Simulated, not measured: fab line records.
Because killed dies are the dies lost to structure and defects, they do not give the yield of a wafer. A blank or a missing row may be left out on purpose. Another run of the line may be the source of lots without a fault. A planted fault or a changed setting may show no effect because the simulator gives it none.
Which tool did it? + flow nand_harc + 24 lots, 72 wafers sampled, at 3 steps of a route of 1302

WHAT EACH GAUGE READ, for each wafer
NHARC_A_CONTACT_CD_MEAS_08: the cd target is 200 nm. Usual: 199.8 nm for cd_nm, sd 0.57.
| lot  | measured     | on        | cd_nm (nm)        | flag |
|------|--------------|-----------|-------------------|------|
| L075 | day 22 18:24 | cd_sem-02 | 200.0 199.3 200.0 |      |
| L074 | day 22 17:52 | cd_sem-01 | 199.7 199.8 199.6 |      |
| L076 | day 22 23:44 | cd_sem-01 | 198.9 200.0 199.3 |      |
| L077 | day 24 00:52 | cd_sem-01 | 199.8 201.0 200.5 |      |
| L079 | day 24 11:44 | cd_sem-01 | 199.8 199.6 199.8 |      |
| L078 | day 25 01:41 | cd_sem-02 | 199.6 200.3 199.2 |      |
| L081 | day 25 07:17 | cd_sem-02 | 199.6 200.6 199.3 |      |
| L082 | day 25 18:08 | cd_sem-01 | 199.9 199.0 200.0 |      |
| L080 | day 25 21:37 | cd_sem-02 | 199.7 199.8 199.5 |      |
| L083 | day 25 22:46 | cd_sem-01 | 199.3 199.7 199.1 |      |
| L084 | day 26 04:27 | cd_sem-01 | 200.2 200.3 199.8 |      |
| L085 | day 27 02:55 | cd_sem-03 | 200.0 198.9 198.8 |      |
| L086 | day 27 08:23 | cd_sem-02 | 200.5 200.3 199.3 |      |
| L087 | day 27 10:49 | cd_sem-01 | 198.9 199.8 199.6 |      |
| L088 | day 28 15:50 | cd_sem-01 | 200.5 199.7 200.7 |      |
| L089 | day 28 17:26 | cd_sem-03 | 199.3 200.5 199.6 |      |
| L090 | day 29 10:38 | cd_sem-02 | 200.4 199.2 199.5 |      |
| L091 | day 29 12:13 | cd_sem-01 | 198.9 200.0 199.2 |      |
| L092 | day 29 15:55 | cd_sem-02 | 200.3 199.5 200.1 |      |
| L093 | day 30 07:47 | cd_sem-03 | 200.7 200.1 199.5 |      |
| L096 | day 30 14:44 | cd_sem-01 | 199.4 198.8 199.4 |      |
| L094 | day 30 15:07 | cd_sem-01 | 200.9 200.1 201.1 |      |
| L095 | day 30 20:55 | cd_sem-01 | 199.6 198.5 199.4 |      |
| L097 | day 32 08:14 | cd_sem-01 | 198.9 200.4 199.4 |      |

WHICH TOOL RAN EACH LOT (tool, then ch and the chambers of the sampled wafers, then the start)
| lot  | NHARC_A_CONTACT_DEP_29          | NHARC_A_CONTACT_DEP_58          |
|------|---------------------------------|---------------------------------|
| L075 | pecvd-03 ch 0,1,2, day 21 17:52 | pecvd-01 ch 0,1, day 22 09:06   |
| L074 | pecvd-03 ch 1,2, day 21 18:00   | pecvd-03 ch 1,2, day 22 09:06   |
| L076 | pecvd-03 ch 1,2, day 22 03:00   | pecvd-02 ch 1,2, day 22 14:17   |
| L077 | pecvd-03 ch 0,1, day 23 04:20   | pecvd-02 ch 0,1,2, day 23 15:08 |
| L079 | pecvd-01 ch 0,1,2, day 23 12:31 | pecvd-02 ch 0,2, day 23 22:41   |
| L078 | pecvd-01 ch 0,1,2, day 24 02:04 | pecvd-02 ch 0,1,2, day 24 15:47 |
| L081 | pecvd-02 ch 0,1,2, day 24 09:26 | pecvd-03 ch 0,1, day 24 22:48   |
| L082 | pecvd-03 ch 0,1, day 24 21:24   | pecvd-02 ch 0,1,2, day 25 07:29 |
| L080 | pecvd-03 ch 0,1, day 24 23:43   | pecvd-01 ch 1,2, day 25 11:37   |
| L083 | pecvd-03 ch 0,1,2, day 25 03:43 | pecvd-03 ch 0,1,2, day 25 14:07 |
| L084 | pecvd-02 ch 0,2, day 25 09:05   | pecvd-03 ch 1,2, day 25 19:36   |
| L085 | pecvd-01 ch 0,2, day 26 01:07   | pecvd-02 ch 0,2, day 26 15:23   |
| L086 | pecvd-01 ch 0,1,2, day 26 08:19 | pecvd-01 ch 0,1,2, day 26 23:56 |
| L087 | pecvd-03 ch 1,2, day 26 10:17   | pecvd-01 ch 0,1,2, day 27 02:22 |
| L088 | pecvd-03 ch 0,1,2, day 27 19:02 | pecvd-02 ch 1,2, day 28 05:18   |
| L089 | pecvd-03 ch 0,1, day 27 20:17   | pecvd-03 ch 0,1,2, day 28 07:25 |
| L090 | pecvd-02 ch 0,2, day 28 11:28   | pecvd-02 ch 0,2, day 29 00:05   |
| L091 | pecvd-03 ch 0,2, day 28 11:41   | pecvd-02 ch 1,2, day 29 01:19   |
| L092 | pecvd-02 ch 0,2, day 28 20:14   | pecvd-03 ch 1,2, day 29 07:07   |
| L093 | pecvd-02 ch 1,2, day 29 11:14   | pecvd-03 ch 0,1,2, day 29 22:45 |
| L096 | pecvd-02 ch 0,1,2, day 29 19:31 | pecvd-02 ch 0,1, day 30 06:21   |
| L094 | pecvd-01 ch 0,2, day 29 19:32   | pecvd-01 ch 0,2, day 30 06:37   |
| L095 | pecvd-03 ch 0,1,2, day 29 23:50 | pecvd-03 ch 0,1,2, day 30 12:22 |
| L097 | pecvd-01 ch 1,2, day 31 06:04   | pecvd-02 ch 0,1, day 31 17:40   |
- NHARC_A_CONTACT_DEP_29: deposits SiON, target thk 100 nm.
- NHARC_A_CONTACT_DEP_58: deposits SiON, target thk 90 nm.

AS READ BY THE TOOLS THEMSELVES (means over the sampled wafers that have a number; for cases with no such wafer, the mark the record gives instead)
NHARC_A_CONTACT_DEP_29. Usual: 748 W for heater_power_w, sd 110.
| lot  | tool     | heater_power_w (W) | flag |
|------|----------|--------------------|------|
| L075 | pecvd-03 | 795                |      |
| L074 | pecvd-03 | 871                |      |
| L076 | pecvd-03 | 818                |      |
| L077 | pecvd-03 | 764                |      |
| L079 | pecvd-01 | 769                |      |
| L078 | pecvd-01 | 748                |      |
| L081 | pecvd-02 | 704                |      |
| L082 | pecvd-03 | 716                |      |
| L080 | pecvd-03 | 727                |      |
| L083 | pecvd-03 | 751                |      |
| L084 | pecvd-02 | 624                |      |
| L085 | pecvd-01 | 667                |      |
| L086 | pecvd-01 | 744                |      |
| L087 | pecvd-03 | 760                |      |
| L088 | pecvd-03 | 727                |      |
| L089 | pecvd-03 | 717                |      |
| L090 | pecvd-02 | 670                |      |
| L091 | pecvd-03 | 688                |      |
| L092 | pecvd-02 | 607                |      |
| L093 | pecvd-02 | 778                |      |
| L096 | pecvd-02 | 727                |      |
| L094 | pecvd-01 | 651                |      |
| L095 | pecvd-03 | 715                |      |
| L097 | pecvd-01 | 895                |      |

NHARC_A_CONTACT_DEP_58. Usual: 729 W for heater_power_w, sd 110.
| lot  | tool     | heater_power_w (W) | flag |
|------|----------|--------------------|------|
| L075 | pecvd-01 | 668                |      |
| L074 | pecvd-03 | 816                |      |
| L076 | pecvd-02 | 742                |      |
| L077 | pecvd-02 | 660                |      |
| L079 | pecvd-02 | 657                |      |
| L078 | pecvd-02 | 657                |      |
| L081 | pecvd-03 | 782                |      |
| L082 | pecvd-02 | 728                |      |
| L080 | pecvd-01 | 835                |      |
| L083 | pecvd-03 | 756                |      |
| L084 | pecvd-03 | 820                |      |
| L085 | pecvd-02 | 648                |      |
| L086 | pecvd-01 | 787                |      |
| L087 | pecvd-01 | 706                |      |
| L088 | pecvd-02 | 786                |      |
| L089 | pecvd-03 | 753                |      |
| L090 | pecvd-02 | 652                |      |
| L091 | pecvd-02 | 651                |      |
| L092 | pecvd-03 | 803                |      |
| L093 | pecvd-03 | 737                |      |
| L096 | pecvd-02 | 766                |      |
| L094 | pecvd-01 | 600                |      |
| L095 | pecvd-03 | 793                |      |
| L097 | pecvd-02 | 695                |      |

THE ANSWER, worked out from the rows above alone
Rule: a lot is off if the mean of its wafers that have a number lies more than 3 standard deviations from the usual mean. Also off: a lot with no number at a reading for which 4 or more lots have one. Any other lot the step has rows for is counted as sound. The gauges are gone through in route order, then the tools' own readings, and for those a lot's mean is taken as printed above. At the first step where some lot is off, the reading lying furthest off is the one used; lots without a number count as furthest.
Nothing can be told from this: no lot is off at any reading shown.

WHAT THE SIMULATOR PUT IN
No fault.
